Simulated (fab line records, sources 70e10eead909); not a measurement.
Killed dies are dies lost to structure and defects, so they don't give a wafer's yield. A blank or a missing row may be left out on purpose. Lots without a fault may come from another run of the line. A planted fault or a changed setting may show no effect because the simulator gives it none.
fab line records | flow nand_harc
record lots=7 wafers=21 last_day=33
route steps=1302 shown P_START@1 P_ZERO_WELL@2
lots that met no fault: from a run of the same line without faults
start_h: hours from the record's first day to the start of the lot's first wafer shown | wait_h: hours since the lot's step before | " the same as in the row above | L1.1+2: a row that stands for several wafers | - no value, or no start given | * or withheld: withheld | < > ~ a bound
route shown NAME@n: a module of which the file shows steps, and the number in the route of the first | usual: mean/standard deviation of fault-free wafers | same: alike in all rows | chamber/n: place in a boat | sites: the reading at each site | _std_site: their standard deviation | _edge_site: outer sites' mean less inner sites' | radius_mm: how far each site lies from the wafer's centre | mask NAME#n: copy n | behind: the tool/chamber that last shaped the wafer | hold: why the lot was held/for how many hours/how that ended | device: the transistor (n, p or np) that didn't switch | end of line: the same wafers' tests at the end of the route | a step without rows: its recipe alone | killed: dies lost to structure and defects at the first sort, not the wafer's yield | map: a wafer's dies, x killed, . not, _ none there
set.NAME: the setting as run; set.NAME@STEP: as run at that earlier step | model.NAME: the simulator's own value behind a step, which no gauge read
lots at some steps of the route; a table a step, a row a wafer
services: from which hour (start_h, from the record's first day; less than 0 if before it) a tool's chamber was out of use, for how many hours, and why
## steps
# step NHARC_P_START_INSPECT_01
# usual raw_defect_count=3.6/1.9
# columns lot.wafer tool chamber start_h wait_h raw_defect_count
L868.1 defect_inspect-01 - 90.04 - 3
L868.4 " - " " 4
L868.6 " - " " 1
L871.1 defect_inspect-01 - 120.04 - 9
L871.3 " - " " 3
L871.5 " - " " 1
L875.1 defect_inspect-01 - 160.04 - 3
L875.2 " - " " 4
L875.5 " - " " 5
L877.1 defect_inspect-01 - 180.04 - 1
L877.4 " - " " 3
L877.6 " - " " 2
L878.1 defect_inspect-01 - 190.04 - 4
L878.2 " - " " 4
L878.5 " - " " 4
L880.1 defect_inspect-01 - 210.04 - 4
L880.2 " - " " 2
L880.3 " - " " 4
L884.3 defect_inspect-02 - 250.04 - 4
L884.4 " - " " 8
L884.6 " - " " 3
# step NHARC_P_ZERO_WELL_PRECLEAN_00
# recipe time_s=600 temp_c=120 chemistry=SPM
# step NHARC_P_ZERO_WELL_SRD_01
# step NHARC_P_ZERO_WELL_PECVD_02
# recipe target_thk_a=100 temp_c=400 pressure_torr=6.5 rf_w=withheld teos_flow_sccm=withheld flow_sccm=2650 target_thk_nm=10 gas=O2 material=SiO2
# step NHARC_P_ZERO_WELL_DEHYDRATE_03
# recipe temp_c=150 time_s=120
# step NHARC_P_ZERO_WELL_HMDS_04
# recipe time_s=30
# step NHARC_P_ZERO_WELL_COAT_64
# recipe temp_c=200 time_s=65
# step NHARC_P_ZERO_WELL_COAT_05
# recipe spin_rpm=2000 resist_thk_nm=600
# step NHARC_P_ZERO_WELL_SOFTBAKE_06
# recipe temp_c=125 time_s=70
# step NHARC_P_ZERO_WELL_EBR_07
# step NHARC_P_ZERO_WELL_EXPOSE_08
# recipe na=0.55 target_cd_nm=500 dose_mj=33.8 mask_id=P_ZERO
# usual exposure_dose_mJ_cm2=33.78/0.041
# columns lot.wafer tool chamber start_h wait_h mask exposure_dose_mJ_cm2
L868.1 krf_scanner-01 0 91.15 - P_ZERO#0 33.77
L868.4 " 0 " " P_ZERO#0 33.76
L868.6 " 0 " " P_ZERO#0 33.76
L871.1 krf_scanner-02 0 121.08 - P_ZERO#0 33.75
L871.3 " 0 " " P_ZERO#0 33.73
L871.5 " 0 " " P_ZERO#0 33.76
L875.1 krf_scanner-02 0 161.09 - P_ZERO#0 35.15
L875.2 " 0 " " P_ZERO#0 35.20
L875.5 " 0 " " P_ZERO#0 35.23
L877.1 krf_scanner-02 0 181.08 - P_ZERO#0 34.94
L877.4 " 0 " " P_ZERO#0 34.99
L877.6 " 0 " " P_ZERO#0 34.94
L878.1 krf_scanner-01 0 191.09 - P_ZERO#0 33.78
L878.2 " 0 " " P_ZERO#0 33.77
L878.5 " 0 " " P_ZERO#0 33.76
L880.1 krf_scanner-02 0 211.09 - P_ZERO#0 34.69
L880.2 " 0 " " P_ZERO#0 34.72
L880.3 " 0 " " P_ZERO#0 34.69
L884.3 krf_scanner-03 0 251.10 - P_ZERO#0 33.68
L884.4 " 0 " " P_ZERO#0 33.71
L884.6 " 0 " " P_ZERO#0 33.70
# step NHARC_P_ZERO_WELL_PEB_09
# recipe peb_temp_c=128 peb_time_s=80
# step NHARC_P_ZERO_WELL_DEVELOP_10
# recipe time_s=50 dev_temp_c=22
# step NHARC_P_ZERO_WELL_CD_MEAS_11
# recipe target_cd_nm=500 landing_energy_ev=500
# usual cd_nm=499.3/1.4
# columns lot.wafer tool chamber start_h wait_h hold cd_nm
L868.1 cd_sem-02 0 91.30 - - 497.9
L868.4 " 0 " " - 499.0
L868.6 " 0 " " - 499.4
L871.1 cd_sem-02 0 121.23 - - 500.1
L871.3 " 0 " " - 498.5
L871.5 " 0 " " - 501.2
L875.1 cd_sem-01 0 161.25 - await_dispo/0.2h/release 506.4
L875.2 " 0 " " await_dispo/0.2h/release 507.5
L875.5 " 0 " " await_dispo/0.2h/release 504.1
L875.1 cd_sem-01 0 - - - 506.4
L875.2 " 0 " " - 506.7
L875.5 " 0 " " - 504.6
L877.1 cd_sem-02 0 181.23 - await_dispo/0.2h/release 505.2
L877.4 " 0 " " await_dispo/0.2h/release 502.4
L877.6 " 0 " " await_dispo/0.2h/release 504.4
L877.1 cd_sem-02 0 - - - 504.9
L877.4 " 0 " " - 502.7
L877.6 " 0 " " - 504.2
L878.1 cd_sem-01 0 191.24 - - 500.9
L878.2 " 0 " " - 500.1
L878.5 " 0 " " - 499.1
L880.1 cd_sem-03 0 211.24 - - 503.8
L880.2 " 0 " " - 503.1
L880.3 " 0 " " - 503.9
L884.3 cd_sem-03 0 251.24 - - 498.6
L884.4 " 0 " " - 500.8
L884.6 " 0 " " - 499.9
## services
# columns tool chamber start_h hours kind
krf_scanner-01 - 77.36 0.2 repair
krf_scanner-02 - 94.00 4.0 pm
krf_scanner-02 - 104.96 2.1 repair
krf_scanner-02 - 109.71 1.2 repair
krf_scanner-01 - 114.02 0.8 repair
krf_scanner-01 0 122.98 - calibration
krf_scanner-03 0 137.49 - calibration
krf_scanner-01 - 148.91 2.3 repair
krf_scanner-01 - 151.23 4.0 pm
krf_scanner-02 0 180.43 - calibration
krf_scanner-01 - 182.15 1.2 repair
krf_scanner-02 - 184.08 0.9 repair
krf_scanner-03 - 224.00 4.0 pm
## key
first_sign step=NHARC_P_ZERO_WELL_EXPOSE_08 reading=exposure_dose_mJ_cm2 direction=up sigmas=29 usual=33.78 struck=34.95
effect step=NHARC_P_ZERO_WELL_CD_MEAS_11 reading=visit direction=added through=control_loop
met_at NHARC_P_ZERO_WELL_EXPOSE_08
struck_wafers L875.1,L875.2,L875.5,L877.1,L877.4,L877.6,L880.1,L880.2,L880.3
tester_left_out L875,L877,L880
loop_trim step=NHARC_P_ZERO_WELL_EXPOSE_08 setting=dose lots=L877,L880
onset_between 121.08 161.09
fault kind=process_parameter_drift tool=krf_scanner-02 chamber=- onset_h=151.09 steps=NHARC_P_ZERO_WELL_EXPOSE_08 channel=dose_mj offset=1.4067 shape=step acts_in=these_recipes_only stated=33.8
# tester_left_out: of these lots the tester's yield and bins aren't shown, on N5 and GAA mostly nor the transistor test; their killed dies are dies lost to structure and defects alone, not to doping, threshold or leakage, so they don't give the yield
# loop_trim: a control loop set the setting to another value than it would have without faults
